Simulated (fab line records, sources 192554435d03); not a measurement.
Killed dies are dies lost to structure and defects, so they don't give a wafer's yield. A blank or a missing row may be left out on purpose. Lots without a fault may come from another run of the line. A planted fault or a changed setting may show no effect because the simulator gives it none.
Which tool did it? | flow n5_finfet | 24 lots, 72 wafers sampled, at 6 steps of a route of 1938

WHAT THE GAUGES READ, wafer by wafer
The record holds no reading of a measuring or inspecting step that can be judged against a usual standard deviation.

WHICH TOOL RAN EACH LOT (tool, then ch and the chambers of the sampled wafers, then the start)
lot  | N5_BEOL_M1_ALD_98                 | N5_BEOL_M1_ETCH_41                            | N5_BEOL_M1_DEGAS_44          | N5_BEOL_M1_ANNEAL_87         | N5_BEOL_M1_ANNEAL_89         | N5_BEOL_M1_SPUTTER_90
L074 | ald_sin-04 ch 0,1,3, day 6 01:41  | rie_diel-05 ch 1,2,3, day 6 04:10 or earlier  | pvd_sputter-03, day 6 04:10  | pvd_sputter-03, day 6 06:54  | pvd_sputter-03, day 6 07:07  | pvd_sputter-03, day 6 07:16
L075 | ald_sin-01 ch 1,2,3, day 6 15:29  | rie_diel-02 ch 0,2, day 6 20:44 or earlier    | pvd_sputter-03, day 6 20:44  | pvd_sputter-01, day 6 22:13  | pvd_sputter-01, day 6 22:26  | pvd_sputter-01, day 6 22:34
L076 | ald_sin-01 ch 0,1,3, day 6 18:57  | rie_diel-05 ch 0,1,2, day 6 20:47 or earlier  | pvd_sputter-01, day 6 20:47  | pvd_sputter-03, day 6 22:26  | pvd_sputter-03, day 6 22:39  | pvd_sputter-03, day 6 22:47
L077 | ald_sin-01 ch 0,1,2, day 7 01:08  | rie_diel-02 ch 0,1, day 7 03:07 or earlier    | pvd_sputter-02, day 7 03:07  | pvd_sputter-01, day 7 04:31  | pvd_sputter-01, day 7 04:44  | pvd_sputter-01, day 7 04:53
L078 | ald_sin-01 ch 1,2, day 7 03:37    | rie_diel-02 ch 0,1,2, day 7 09:13 or earlier  | pvd_sputter-02, day 7 09:13  | pvd_sputter-03, day 7 10:55  | pvd_sputter-03, day 7 11:08  | pvd_sputter-03, day 7 11:17
L079 | ald_sin-01 ch 0,3, day 7 08:31    | rie_diel-02 ch 0,2, day 7 12:28 or earlier    | pvd_sputter-03, day 7 12:28  | pvd_sputter-02, day 7 15:28  | pvd_sputter-02, day 7 15:41  | pvd_sputter-02, day 7 15:49
L080 | ald_sin-04 ch 0,1,3, day 7 14:29  | rie_diel-06 ch 0,1,3, day 7 17:41 or earlier  | pvd_sputter-02, day 7 17:41  | pvd_sputter-01, day 7 20:34  | pvd_sputter-01, day 7 20:47  | pvd_sputter-01, day 7 20:56
L081 | ald_sin-01 ch 0,1,2, day 7 21:32  | rie_diel-06 ch 0,1,2, day 8 01:31 or earlier  | pvd_sputter-02, day 8 01:31  | pvd_sputter-01, day 8 02:49  | pvd_sputter-01, day 8 03:02  | pvd_sputter-01, day 8 03:10
L082 | ald_sin-02 ch 0,3, day 8 03:01    | rie_diel-05 ch 0,3, day 8 04:11 or earlier    | pvd_sputter-01, day 8 04:11  | pvd_sputter-03, day 8 05:34  | pvd_sputter-03, day 8 05:47  | pvd_sputter-03, day 8 05:56
L083 | ald_sin-04 ch 0,2,3, day 8 10:21  | rie_diel-05 ch 0,3, day 8 11:07 or earlier    | pvd_sputter-01, day 8 11:07  | pvd_sputter-01, day 8 12:28  | pvd_sputter-01, day 8 12:41  | pvd_sputter-01, day 8 12:49
L084 | ald_sin-04 ch 2,3, day 8 16:07    | rie_diel-02 ch 1,2, day 8 16:59 or earlier    | pvd_sputter-03, day 8 16:59  | pvd_sputter-01, day 8 18:23  | pvd_sputter-01, day 8 18:37  | pvd_sputter-01, day 8 18:45
L085 | ald_sin-02 ch 2,3, day 9 03:38    | rie_diel-06 ch 0,1,2, day 9 04:48 or earlier  | pvd_sputter-01, day 9 04:48  | pvd_sputter-02, day 9 06:14  | pvd_sputter-02, day 9 06:27  | pvd_sputter-02, day 9 06:35
L086 | ald_sin-02 ch 0,1,2, day 9 07:32  | rie_diel-05 ch 0,1, day 9 08:49 or earlier    | pvd_sputter-01, day 9 08:49  | pvd_sputter-02, day 9 10:17  | pvd_sputter-02, day 9 10:31  | pvd_sputter-02, day 9 10:39
L087 | ald_sin-01 ch 0,2, day 9 09:56    | rie_diel-06 ch 0,3, day 9 11:47 or earlier    | pvd_sputter-03, day 9 11:47  | pvd_sputter-03, day 9 13:25  | pvd_sputter-03, day 9 13:38  | pvd_sputter-03, day 9 13:47
L088 | ald_sin-02 ch 0,1,3, day 9 16:40  | rie_diel-02 ch 0,1,2, day 9 20:20 or earlier  | pvd_sputter-03, day 9 20:20  | pvd_sputter-01, day 9 21:49  | pvd_sputter-01, day 9 22:02  | pvd_sputter-01, day 9 22:10
L089 | ald_sin-02 ch 1,2, day 9 22:31    | rie_diel-05 ch 1,2, day 9 23:59 or earlier    | pvd_sputter-03, day 9 23:59  | pvd_sputter-02, day 10 01:34 | pvd_sputter-02, day 10 01:47 | pvd_sputter-02, day 10 01:55
L090 | ald_sin-04 ch 1,2,3, day 10 06:58 | rie_diel-02 ch 1,2,3, day 10 07:42 or earlier | pvd_sputter-03, day 10 07:42 | pvd_sputter-03, day 10 10:37 | pvd_sputter-03, day 10 10:50 | pvd_sputter-03, day 10 10:59
L091 | ald_sin-04 ch 0,3, day 10 08:25   | rie_diel-02 ch 0,1,3, day 10 11:41 or earlier | pvd_sputter-01, day 10 11:41 | pvd_sputter-03, day 10 13:10 | pvd_sputter-03, day 10 13:23 | pvd_sputter-03, day 10 13:32
L092 | ald_sin-01 ch 0,1,2, day 10 12:49 | rie_diel-05 ch 0,1,3, day 10 15:23 or earlier | pvd_sputter-02, day 10 15:23 | pvd_sputter-02, day 10 17:00 | pvd_sputter-02, day 10 17:13 | pvd_sputter-02, day 10 17:22
L093 | ald_sin-02 ch 0,1,2, day 10 20:21 | rie_diel-06 ch 0,1,3, day 10 22:08 or earlier | pvd_sputter-01, day 10 22:08 | pvd_sputter-01, day 10 23:37 | pvd_sputter-01, day 10 23:50 | pvd_sputter-01, day 10 23:58
L094 | ald_sin-01 ch 0,1,2, day 11 10:32 | rie_diel-02 ch 1,3, day 11 11:23 or earlier   | pvd_sputter-03, day 11 11:23 | pvd_sputter-03, day 11 12:46 | pvd_sputter-03, day 11 12:59 | pvd_sputter-03, day 11 13:08
L095 | ald_sin-01 ch 0,2, day 11 10:38   | rie_diel-02 ch 0,2,3, day 11 11:37 or earlier | pvd_sputter-03, day 11 11:37 | pvd_sputter-02, day 11 13:45 | pvd_sputter-02, day 11 13:58 | pvd_sputter-02, day 11 14:07
L097 | ald_sin-02 ch 0,1,3, day 11 21:17 | rie_diel-02 ch 0,2,3, day 11 22:56 or earlier | pvd_sputter-02, day 11 22:56 | pvd_sputter-03, day 12 00:25 | pvd_sputter-03, day 12 00:38 | pvd_sputter-03, day 12 00:47
L096 | ald_sin-02 ch 0,2,3, day 11 21:34 | rie_diel-05 ch 2,3, day 11 23:22 or earlier   | pvd_sputter-03, day 11 23:22 | pvd_sputter-02, day 12 00:48 | pvd_sputter-02, day 12 01:01 | pvd_sputter-02, day 12 01:10
- N5_BEOL_M1_ALD_98: deposits SiO2, target thk 2.5 nm, pulse time 1 s, co reactant pulse time 1 s.
- N5_BEOL_M1_ETCH_41: etches SiCN in CH3F/O2, target depth 31.9 nm, time 57.8 s.
- N5_BEOL_M1_DEGAS_44: time 60 s.
- N5_BEOL_M1_ANNEAL_87: time 240 s.
- N5_BEOL_M1_ANNEAL_89: time 240 s.
- N5_BEOL_M1_SPUTTER_90: material Cu, target thk 4.5 nm, time 8.29 s.

WHAT THE TOOLS THEMSELVES READ (means of the sampled wafers that have a number; where no wafer has one, the mark that the record gives instead)
N5_BEOL_M1_ALD_98. Usual: chamber_pressure_Torr 2.001 Torr, standard deviation 0.0042; heater_power_w 77 W, standard deviation 7.2; precursor_pulse_height_rel 0.999, standard deviation 0.019; susceptor_temp_C 99.98 C, standard deviation 0.14.
lot  | tool       | chamber_pressure_Torr (Torr) | heater_power_w (W) | precursor_pulse_height_rel | susceptor_temp_C (C) | flag
L074 | ald_sin-04 | 2.002                        | 76                 | 0.983                      | 100.00               |
L075 | ald_sin-01 | 1.997                        | 74                 | 1.000                      | 100.05               |
L076 | ald_sin-01 | 1.999                        | 76                 | 0.983                      | 99.95                |
L077 | ald_sin-01 | 2.002                        | 79                 | 1.010                      | 100.05               |
L078 | ald_sin-01 | 1.999                        | 78                 | 1.011                      | 100.01               |
L079 | ald_sin-01 | 2.001                        | 85                 | 0.989                      | 99.84                |
L080 | ald_sin-04 | 2.000                        | 77                 | 1.022                      | 100.11               |
L081 | ald_sin-01 | 1.999                        | 80                 | 0.980                      | 99.87                |
L082 | ald_sin-02 | 2.004                        | 71                 | 0.988                      | 100.03               |
L083 | ald_sin-04 | 2.002                        | 79                 | 1.007                      | 99.76                |
L084 | ald_sin-04 | 1.999                        | 80                 | 1.004                      | 100.06               |
L085 | ald_sin-02 | 2.000                        | 67                 | 0.989                      | 100.13               |
L086 | ald_sin-02 | 1.996                        | 77                 | 0.987                      | 99.99                |
L087 | ald_sin-01 | 2.004                        | 83                 | 1.007                      | 99.97                |
L088 | ald_sin-02 | 2.003                        | 73                 | 1.003                      | 99.93                |
L089 | ald_sin-02 | 2.001                        | 77                 | 1.002                      | 99.99                |
L090 | ald_sin-04 | 2.000                        | 78                 | 1.010                      | 99.94                |
L091 | ald_sin-04 | 2.001                        | 78                 | 1.000                      | 99.91                |
L092 | ald_sin-01 | 1.999                        | 80                 | 0.994                      | 99.81                |
L093 | ald_sin-02 | 2.003                        | 77                 | 0.992                      | 100.07               |
L094 | ald_sin-01 | 1.996                        | 81                 | 1.010                      | 99.92                |
L095 | ald_sin-01 | 2.004                        | 88                 | 1.004                      | 100.05               |
L097 | ald_sin-02 | 1.998                        | 74                 | 1.002                      | 99.98                |
L096 | ald_sin-02 | 2.001                        | 70                 | 0.992                      | 100.03               |

N5_BEOL_M1_ETCH_41. Usual: CH3F_flow_sccm 29.99 sccm, standard deviation 0.088; drypump_motor_current_A 5.6 A, standard deviation 0.42; oes_product_au 0.79 a.u., standard deviation 0.07; rf_fwd_power_W 391.2 W, standard deviation 1.4; rf_vpp_V 297.5 V, standard deviation 1.5; showerhead_plenum_p_Torr 2.01 Torr, standard deviation 0.066; throttle_valve_pct 16.24 %, standard deviation 0.15.
lot  | tool        | CH3F_flow_sccm (sccm) | drypump_motor_current_A (A) | oes_product_au (a.u.) | rf_fwd_power_W (W) | rf_vpp_V (V) | showerhead_plenum_p_Torr (Torr) | throttle_valve_pct (%) | flag
L074 | rie_diel-05 | 29.86                 | 5.4                         | 0.88                  | 390.9              | 298.5        | 2.07                            | 16.17                  |
L075 | rie_diel-02 | 29.99                 | 5.3                         | 0.74                  | 390.9              | 296.9        | 2.00                            | 16.38                  |
L076 | rie_diel-05 | 30.00                 | 5.7                         | 0.88                  | 391.4              | 298.6        | 2.07                            | 16.19                  |
L077 | rie_diel-02 | 29.93                 | 5.7                         | 0.77                  | 390.8              | 296.7        | 1.96                            | 16.17                  |
L078 | rie_diel-02 | 30.00                 | 5.6                         | 0.75                  | 391.9              | 296.7        | 1.97                            | 16.29                  |
L079 | rie_diel-02 | 29.90                 | 5.3                         | 0.73                  | 391.0              | 296.8        | 2.00                            | 16.38                  |
L080 | rie_diel-06 | 30.08                 | 5.4                         | 0.81                  | 392.4              | 295.8        | 1.95                            | 16.15                  |
L081 | rie_diel-06 | 30.10                 | 5.2                         | 0.81                  | 391.0              | 299.1        | 2.04                            | 16.19                  |
L082 | rie_diel-05 | 29.99                 | 5.7                         | 0.83                  | 390.0              | 298.4        | 2.02                            | 16.16                  |
L083 | rie_diel-05 | 30.03                 | 5.7                         | 0.84                  | 390.4              | 298.8        | 2.02                            | 16.17                  |
L084 | rie_diel-02 | 30.08                 | 6.0                         | 0.75                  | 392.5              | 295.3        | 1.94                            | 16.22                  |
L085 | rie_diel-06 | 30.04                 | 5.3                         | 0.81                  | 391.1              | 298.7        | 2.04                            | 16.21                  |
L086 | rie_diel-05 | 30.02                 | 5.9                         | 0.84                  | 391.2              | 297.9        | 2.03                            | 16.25                  |
L087 | rie_diel-06 | 29.96                 | 5.8                         | 0.83                  | 390.9              | 295.3        | 1.91                            | 16.04                  |
L088 | rie_diel-02 | 29.94                 | 5.6                         | 0.73                  | 391.2              | 296.7        | 1.97                            | 16.32                  |
L089 | rie_diel-05 | 29.95                 | 5.6                         | 0.85                  | 390.9              | 298.3        | 2.07                            | 16.28                  |
L090 | rie_diel-02 | 30.05                 | 5.8                         | 0.73                  | 390.8              | 297.5        | 1.99                            | 16.30                  |
L091 | rie_diel-02 | 30.06                 | 5.5                         | 0.74                  | 392.7              | 297.7        | 2.00                            | 16.29                  |
L092 | rie_diel-05 | 29.98                 | 5.7                         | 0.83                  | 389.7              | 297.2        | 2.03                            | 16.26                  |
L093 | rie_diel-06 | 29.99                 | 5.4                         | 0.79                  | 390.7              | 296.4        | 1.95                            | 16.20                  |
L094 | rie_diel-02 | 30.06                 | 5.6                         | 0.73                  | 390.8              | 297.7        | 2.02                            | 16.27                  |
L095 | rie_diel-02 | 29.99                 | 5.5                         | 0.72                  | 390.3              | 296.9        | 2.01                            | 16.41                  |
L097 | rie_diel-02 | 29.96                 | 5.5                         | 0.71                  | 392.1              | 297.1        | 2.01                            | 16.42                  |
L096 | rie_diel-05 | 30.03                 | 5.1                         | 0.81                  | 391.5              | 297.7        | 2.05                            | 16.18                  |

N5_BEOL_M1_DEGAS_44. Usual: heater_power_w 329 W, standard deviation 46; susceptor_temp_C 250.01 C, standard deviation 0.17.
lot  | tool           | heater_power_w (W) | susceptor_temp_C (C) | flag
L074 | pvd_sputter-03 | 320                | 250.01               |
L075 | pvd_sputter-03 | 301                | 249.97               |
L076 | pvd_sputter-01 | 330                | 249.99               |
L077 | pvd_sputter-02 | 308                | 250.00               |
L078 | pvd_sputter-02 | 284                | 250.13               |
L079 | pvd_sputter-03 | 333                | 250.09               |
L080 | pvd_sputter-02 | 284                | 250.13               |
L081 | pvd_sputter-02 | 283                | 250.01               |
L082 | pvd_sputter-01 | 310                | 250.13               |
L083 | pvd_sputter-01 | 327                | 249.82               |
L084 | pvd_sputter-03 | 355                | 250.07               |
L085 | pvd_sputter-01 | 329                | 250.13               |
L086 | pvd_sputter-01 | 314                | 250.10               |
L087 | pvd_sputter-03 | 345                | 250.04               |
L088 | pvd_sputter-03 | 346                | 250.02               |
L089 | pvd_sputter-03 | 350                | 249.91               |
L090 | pvd_sputter-03 | 379                | 250.12               |
L091 | pvd_sputter-01 | 336                | 249.85               |
L092 | pvd_sputter-02 | 311                | 249.96               |
L093 | pvd_sputter-01 | 317                | 250.09               |
L094 | pvd_sputter-03 | 315                | 249.91               |
L095 | pvd_sputter-03 | 302                | 250.11               |
L097 | pvd_sputter-02 | 286                | 250.08               |
L096 | pvd_sputter-03 | 345                | 250.03               |

N5_BEOL_M1_ANNEAL_87. Usual: heater_power_w 804 W, standard deviation 100; susceptor_temp_C 400.03 C, standard deviation 0.23.
lot  | tool           | heater_power_w (W) | susceptor_temp_C (C) | flag
L074 | pvd_sputter-03 | 887                | 399.76               |
L075 | pvd_sputter-01 | 818                | 399.89               |
L076 | pvd_sputter-03 | 852                | 400.34               |
L077 | pvd_sputter-01 | 822                | 399.80               |
L078 | pvd_sputter-03 | 751                | 400.15               |
L079 | pvd_sputter-02 | 721                | 400.03               |
L080 | pvd_sputter-01 | 801                | 399.92               |
L081 | pvd_sputter-01 | 831                | 400.07               |
L082 | pvd_sputter-03 | 794                | 400.09               |
L083 | pvd_sputter-01 | 844                | 399.96               |
L084 | pvd_sputter-01 | 737                | 399.95               |
L085 | pvd_sputter-02 | 718                | 400.01               |
L086 | pvd_sputter-02 | 705                | 400.00               |
L087 | pvd_sputter-03 | 793                | 399.98               |
L088 | pvd_sputter-01 | 872                | 399.94               |
L089 | pvd_sputter-02 | 705                | 400.09               |
L090 | pvd_sputter-03 | 901                | 399.88               |
L091 | pvd_sputter-03 | 760                | 400.28               |
L092 | pvd_sputter-02 | 722                | 400.02               |
L093 | pvd_sputter-01 | 782                | 400.00               |
L094 | pvd_sputter-03 | 845                | 400.06               |
L095 | pvd_sputter-02 | 760                | 399.98               |
L097 | pvd_sputter-03 | 854                | 400.02               |
L096 | pvd_sputter-02 | 821                | 400.02               |

N5_BEOL_M1_ANNEAL_89. Usual: heater_power_w 805 W, standard deviation 98; susceptor_temp_C 400.01 C, standard deviation 0.21.
lot  | tool           | heater_power_w (W) | susceptor_temp_C (C) | flag
L074 | pvd_sputter-03 | 898                | 399.93               |
L075 | pvd_sputter-01 | 815                | 399.92               |
L076 | pvd_sputter-03 | 856                | 400.04               |
L077 | pvd_sputter-01 | 830                | 399.94               |
L078 | pvd_sputter-03 | 756                | 400.16               |
L079 | pvd_sputter-02 | 716                | 399.89               |
L080 | pvd_sputter-01 | 796                | 400.04               |
L081 | pvd_sputter-01 | 820                | 399.85               |
L082 | pvd_sputter-03 | 789                | 399.92               |
L083 | pvd_sputter-01 | 854                | 399.85               |
L084 | pvd_sputter-01 | 739                | 400.21               |
L085 | pvd_sputter-02 | 718                | 400.05               |
L086 | pvd_sputter-02 | 724                | 400.24               |
L087 | pvd_sputter-03 | 777                | 399.84               |
L088 | pvd_sputter-01 | 888                | 400.05               |
L089 | pvd_sputter-02 | 724                | 399.92               |
L090 | pvd_sputter-03 | 882                | 400.12               |
L091 | pvd_sputter-03 | 753                | 400.08               |
L092 | pvd_sputter-02 | 712                | 399.90               |
L093 | pvd_sputter-01 | 795                | 400.05               |
L094 | pvd_sputter-03 | 855                | 400.16               |
L095 | pvd_sputter-02 | 766                | 399.93               |
L097 | pvd_sputter-03 | 855                | 400.21               |
L096 | pvd_sputter-02 | 831                | 399.90               |

N5_BEOL_M1_SPUTTER_90. Usual: susceptor_temp_C -20.01 C, standard deviation 0.097; throttle_valve_pct 29.7 %, standard deviation 0.94.
lot  | tool           | susceptor_temp_C (C) | throttle_valve_pct (%) | flag
L074 | pvd_sputter-03 | -20.05               | 29.0                   |
L075 | pvd_sputter-01 | -20.01               | 29.2                   |
L076 | pvd_sputter-03 | -19.95               | 29.3                   |
L077 | pvd_sputter-01 | -20.02               | 29.6                   |
L078 | pvd_sputter-03 | -20.05               | 30.3                   |
L079 | pvd_sputter-02 | -20.05               | 30.3                   |
L080 | pvd_sputter-01 | -20.05               | 30.3                   |
L081 | pvd_sputter-01 | -20.09               | 29.3                   |
L082 | pvd_sputter-03 | -19.99               | 29.9                   |
L083 | pvd_sputter-01 | -20.02               | 30.2                   |
L084 | pvd_sputter-01 | -19.90               | 30.6                   |
L085 | pvd_sputter-02 | -20.02               | 30.3                   |
L086 | pvd_sputter-02 | -20.00               | 29.8                   |
L087 | pvd_sputter-03 | -19.95               | 29.5                   |
L088 | pvd_sputter-01 | -19.94               | 29.6                   |
L089 | pvd_sputter-02 | -20.02               | 29.7                   |
L090 | pvd_sputter-03 | -19.99               | 29.0                   |
L091 | pvd_sputter-03 | -20.00               | 29.8                   |
L092 | pvd_sputter-02 | -19.96               | 29.2                   |
L093 | pvd_sputter-01 | -19.97               | 30.2                   |
L094 | pvd_sputter-03 | -20.06               | 29.3                   |
L095 | pvd_sputter-02 | -20.05               | 29.3                   |
L097 | pvd_sputter-03 | -20.07               | 29.4                   |
L096 | pvd_sputter-02 | -20.08               | 29.8                   |

THE ANSWER, worked out from the rows above alone
Rule: a lot is off if the mean of its wafers that have a number lies more than 3 standard deviations from the usual mean. A lot without any number at a reading at which 4 lots or more have one is off too. The other lots that the step has rows for count as sound. The gauges are gone through in route order, then the tools' own readings, and for those a lot's mean is taken as printed above. The first step at which some lot is off is used, and at that step the reading that is off furthest; a lot without a number counts as furthest.
No lot is off at any reading shown: from this, nothing can be told.

WHAT THE SIMULATOR HAD PUT IN
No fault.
